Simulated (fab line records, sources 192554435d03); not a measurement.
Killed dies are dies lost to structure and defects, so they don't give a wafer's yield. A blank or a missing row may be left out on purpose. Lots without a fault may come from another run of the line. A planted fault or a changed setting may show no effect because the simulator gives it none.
Split-lot experiment | flow n5_finfet | 7 lots, 39 wafers read, on a route of 1938 steps

THE SPLIT
At N5_SDB_ALD_29 (deposits SiNx, target thk 30 nm, pulse time 1 s, ald cycles 600), the setting ald_cycles was moved away from the recipe's 600 on 9 of the 39 wafers read, by -49.5% to -23.3%. The other wafers ran this setting at the recipe's value.

FROM THE SPLIT TO THE READING: what the file shows between them, 1 step
- N5_SDB_CMP_30: polishes, stops on poly-Si, t overpolish 1.54 s, target thk 30 nm

THE READING
SiNx_of_SDB_ALD_29.thk_nm (the simulator's own value, which no gauge read), in nm, at N5_DUMMY_REMOVAL_HM_STRIP_01 (strips SiNx in CH3F/O2, stops on poly-Si, target depth 4 nm, time 6.8 s). The file gives no usual value for it. The 30 wafers here that ran the recipe average 29.3 nm, standard deviation 0.14 nm.

wafer  | tool, chamber at the split | ald_cycles as run | against the recipe | SiNx_of_SDB_ALD_29.thk_nm, nm | against lot-mates on the recipe
L074.1 | ald_sin-03, 0,2            | 600               | recipe             | 29.4                          | -
L074.4 | ald_sin-03, 0,2            | 600               | recipe             | 29.4                          | -
L074.2 | ald_sin-03, 3,1            | 329               | -45.2%             | 16.2                          | -13.3
L074.3 | ald_sin-03, 3,1            | 329               | -45.2%             | 16.2                          | -13.3
L074.5 | ald_sin-03, 1              | 600               | recipe             | 29.6                          | -
L074.6 | ald_sin-03, 2              | 329               | -45.2%             | 16                            | -13.5
L075.1 | ald_sin-03, 3,1,0,2,3      | 600               | recipe             | 29.2                          | -
L075.3 | ald_sin-03, 3,1,0,2,3      | 600               | recipe             | 29.2                          | -
L075.5 | ald_sin-03, 2              | 600               | recipe             | 29.2                          | -
L075.2 | ald_sin-03, 3,1,0,2,3      | 600               | recipe             | 29.4                          | -
L075.4 | ald_sin-03, 3,1,0,2,3      | 600               | recipe             | 29.4                          | -
L075.6 | ald_sin-03, 3,1,0,2,3      | 600               | recipe             | 29.4                          | -
L082.1 | ald_sin-03, 2,3,0,1,3      | 600               | recipe             | 29.4                          | -
L082.2 | ald_sin-03, 2,3,0,1,3      | 600               | recipe             | 29.4                          | -
L082.3 | ald_sin-03, 2,3,0,1,3      | 600               | recipe             | 29.4                          | -
L082.4 | ald_sin-03, 2,3,0,1,3      | 600               | recipe             | 29.4                          | -
L082.5 | ald_sin-03, 2,3,0,1,3      | 600               | recipe             | 29.4                          | -
L082.6 | ald_sin-03, 0              | 600               | recipe             | 29.2                          | -
L087.1 | ald_sin-02, 2              | 600               | recipe             | 29.4                          | -
L087.2 | ald_sin-02, 1,0,3,2,1      | 600               | recipe             | 29.2                          | -
L087.4 | ald_sin-02, 1,0,3,2,1      | 600               | recipe             | 29.2                          | -
L087.5 | ald_sin-02, 1,0,3,2,1      | 600               | recipe             | 29.2                          | -
L087.6 | ald_sin-02, 1,0,3,2,1      | 600               | recipe             | 29.2                          | -
L087.3 | ald_sin-02, 1,0,3,2,1      | 600               | recipe             | 29                            | -
L089.3 | ald_sin-02, 2,1            | 600               | recipe             | 29.2                          | -
L089.6 | ald_sin-02, 2,1            | 600               | recipe             | 29.2                          | -
L089.4 | ald_sin-02, 3              | 600               | recipe             | 29.4                          | -
L088.1 | ald_sin-03, 3              | 303               | -49.5%             | 15                            | -14.5
L088.3 | ald_sin-03, 1,3            | 303               | -49.5%             | 15                            | -14.5
L088.6 | ald_sin-03, 1,3            | 303               | -49.5%             | 15                            | -14.5
L088.2 | ald_sin-03, 0,2            | 600               | recipe             | 29.4                          | -
L088.4 | ald_sin-03, 0,2            | 600               | recipe             | 29.4                          | -
L088.5 | ald_sin-03, 2              | 600               | recipe             | 29.6                          | -
L090.1 | ald_sin-03, 0,2            | 460               | -23.3%             | 22.6                          | -6.9
L090.4 | ald_sin-03, 1              | 460               | -23.3%             | 22.6                          | -6.9
L090.5 | ald_sin-03, 0,2            | 460               | -23.3%             | 22.6                          | -6.9
L090.2 | ald_sin-03, 3,2            | 600               | recipe             | 29.4                          | -
L090.3 | ald_sin-03, 3,2            | 600               | recipe             | 29.4                          | -
L090.6 | ald_sin-03, 3              | 600               | recipe             | 29.6                          | -
Where a row lists several chambers, the file gives one row for several wafers and doesn't say which wafer went through which chamber.

THE FIT
A straight line over all 39 wafers: SiNx_of_SDB_ALD_29.thk_nm changes by +0.291 nm for each +1% of ald_cycles; r = +1.00; the points scatter about the line by 0.13 nm.
The same after taking each lot's own level away (the mean of its wafers on the recipe; 39 wafers): +0.294 nm for each +1%; r = +1.00; scatter 0.095 nm.
On that fit, the largest move of ald_cycles shifts the reading by 15 nm.
The lots' own levels span 29.20 to 29.47 nm, that is 1.9 times the standard deviation above.
So the lot-to-lot level changes the slope little: the two slopes agree.
Check: with one of the wafers moved furthest among these (-49.5%) left out of the fit, the line predicts -14.6 nm for it against its lot-mates. It came out at -14.5 nm against them.

OTHER SPLITS ON THESE WAFERS
These wafers also went through other splits before the reading. Each is held against what the fit with the lots' levels taken away leaves over:
other split on the same wafers           | wafers away from the commonest value | r with SiNx_of_SDB_ALD_29.thk_nm (lot level and that fit taken away)
N5_PMOS_HMC_CHANNEL_EPI_HM_DEP_34 time_s | 9                                    | +0.06
N5_FIN_SAQP_SPACER1_ALD_24 ald_cycles    | 18                                   | -0.23

THE WHOLE CHAIN: every reading that the file lists as answering this split, in the file's order
step                         | what it does                                                            | reading                                                                    | change (the file's fit)               | r (the file's)
N5_SDB_ALD_29                | deposits SiNx, target thk 30 nm, pulse time 1 s, ald cycles 600         | SiNx_of_SDB_ALD_29.thk_nm (the simulator's own value, which no gauge read) | +0.299 nm for each +1% of the setting | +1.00
N5_DUMMY_REMOVAL_HM_STRIP_01 | strips SiNx in CH3F/O2, stops on poly-Si, target depth 4 nm, time 6.8 s | SiNx_of_SDB_ALD_29.thk_nm (the simulator's own value, which no gauge read) | +0.294 nm for each +1% of the setting | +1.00

THE FILE'S OWN FIT
SiNx_of_SDB_ALD_29.thk_nm changes by +0.294 nm for each +1% of ald_cycles, r = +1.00.
